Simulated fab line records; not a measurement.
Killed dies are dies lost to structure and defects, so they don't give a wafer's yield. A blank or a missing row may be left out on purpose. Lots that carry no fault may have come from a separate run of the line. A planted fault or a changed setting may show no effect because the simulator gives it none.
A lot that was struck, set against a sound lot    flow n5_finfet    19 out of 1938 route steps
Sound: wafers L916.2, L916.3, L916.6. Wafers struck: L931.1, L931.6. Last of all comes the cause.
Each step with rows lists, per side, the tool, then ch with its chambers, then its first start. Under that, the readings that differ: sound wafers    struck wafers    difference of the means    sigmas: that difference in standard deviations of wafers without a fault.
alike: words and numbers the same on both sides, and readings whose means are apart by under 2 such deviations; not compared: readings that were withheld, readings missing a value for some wafer, numbers with overlapping values and no deviation given by the record, and bounds like >300 which may hide the same value.
Wherever a step has rows on one side only, a row that says differs or no value, or a row with sigmas, the two part there. Non-overlapping numbers with no deviation appear without sigmas and do not part them. A reading that every wafer of one side lacks parts them only if that side has two wafers or more.

N5_BEOL_M12_CMP_49: polishes, stops on SiOC, t overpolish 20.6 s, target thk 320 nm.
  sound on cmp-04 ch 0,1,2, day 11 03:21; struck on cmp-01 ch 3, day 14 20:34
  alike: barrier_field_endpoint_s, head_pressure_psi, motor_current_A, overpolish_run_s
N5_BEOL_M12_THK_MEAS_50: measures by xrf.
  sound on film_metro-02, day 11 03:34; struck on film_metro-01, day 14 20:51
  alike: M12_THK
then, 1 step without rows for these wafers: N5_BEOL_M12_PRE_CLEAN_52 (time 15 s).
N5_BEOL_M12_DEP_53: deposits SiCN from 3MS/NH3, target thk 30 nm, time 10.5 s.
  sound on pecvd-01 ch 0,1,2, day 11 03:38; struck on pecvd-03 ch 1,2, day 14 20:55
  alike: showerhead_plenum_p_Torr, throttle_valve_pct
N5_BEOL_M12_RS_MEAS_54: measures by four-point-probe.
  sound on film_metro-01, day 11 03:42; struck on film_metro-02, day 14 20:59
reading          sound                 struck         difference  sigmas
M12_RS (ohm/sq)  0.0598 0.0581 0.0584  0.0607 0.0616  +0.0024     +2
N5_BEOL_M12_INSPECT_55: inspects for defects (darkfield).
  sound on defect_inspect-01, day 11 03:43; struck on defect_inspect-01, day 14 21:00
  alike: raw_defect_count
N5_BEOL_M13_ILD_DEP_00: deposits SiOC from DEMS/O2, target thk 837.92 nm, time 166.4 s.
  sound on pecvd-03 ch 0,1,2, day 11 03:46; struck on pecvd-01 ch 1, day 14 21:02
reading             sound        struck   difference  sigmas
heater_power_w (W)  454 403 598  713 592  +168        +2
  alike: heater_power_outer_w, showerhead_plenum_p_Torr, throttle_valve_pct
N5_BEOL_M13_THK_MEAS_01:
  sound on film_metro-02, day 11 03:55; struck on film_metro-02, day 14 21:11
  alike: M13_ILD_THK
then, 4 steps without rows for these wafers: N5_BEOL_M13_COAT_58 (time 60 s, resist thk 89 nm); N5_BEOL_M13_COAT_04 (resist thk 400 nm); N5_BEOL_M13_EBR_06; N5_BEOL_M13_SOFTBAKE_05 (time 60 s).
N5_BEOL_M13_EXPOSE_07: exposes mask V12.
  sound on krf_scanner-01 ch 0, day 11 04:10; struck on krf_scanner-01 ch 0, day 14 21:19
reading               sound                 struck         difference  sigmas
exposure_dose_mJ_cm2  24.797 24.804 24.798  26.367 26.348  +1.558      +60
  alike: mask
then, 3 steps without rows for these wafers: N5_BEOL_M13_PEB_08 (peb time 90 s); N5_BEOL_M13_DEVELOP_09 (develop time 45 s); N5_BEOL_M13_HARDBAKE_14 (time 120 s).
N5_BEOL_M13_CD_MEAS_10 targets a cd of 190 nm.
  sound on cd_sem-03 ch 0, day 11 04:20; struck on cd_sem-01 ch 0, day 14 21:29
reading     sound              struck       difference  sigmas
cd_nm (nm)  190.8 189.8 190.3  197.1 199.6  +8.0        +4
N5_BEOL_M13_OVL_MEAS_11:
  sound on overlay-01 ch 0, day 11 04:22; struck on overlay-02 ch 0, day 14 21:31
  alike: V12_OVL
N5_PASSIVATION_PROBE_49:
  sound on prober-02, day 12 11:36; struck on prober-02, day 16 10:16
reading             sound  struck  difference  sigmas
killed_at_contacts  3 8 6  18 18   +12         +2
  alike: defect_limited_yield, killed_at_M0_to_M3, killed_at_M4_up, killed_at_front_end, killed_at_other, killed_dies, killed_open, killed_short, sort_bin_5_function, sort_bin_6_memory, sort_n_pass, sort_yield_pct

== WHERE THEY PART ==
First at N5_BEOL_M12_RS_MEAS_54; last, within this record, at N5_PASSIVATION_PROBE_49.

WHY: whatever the simulator had introduced
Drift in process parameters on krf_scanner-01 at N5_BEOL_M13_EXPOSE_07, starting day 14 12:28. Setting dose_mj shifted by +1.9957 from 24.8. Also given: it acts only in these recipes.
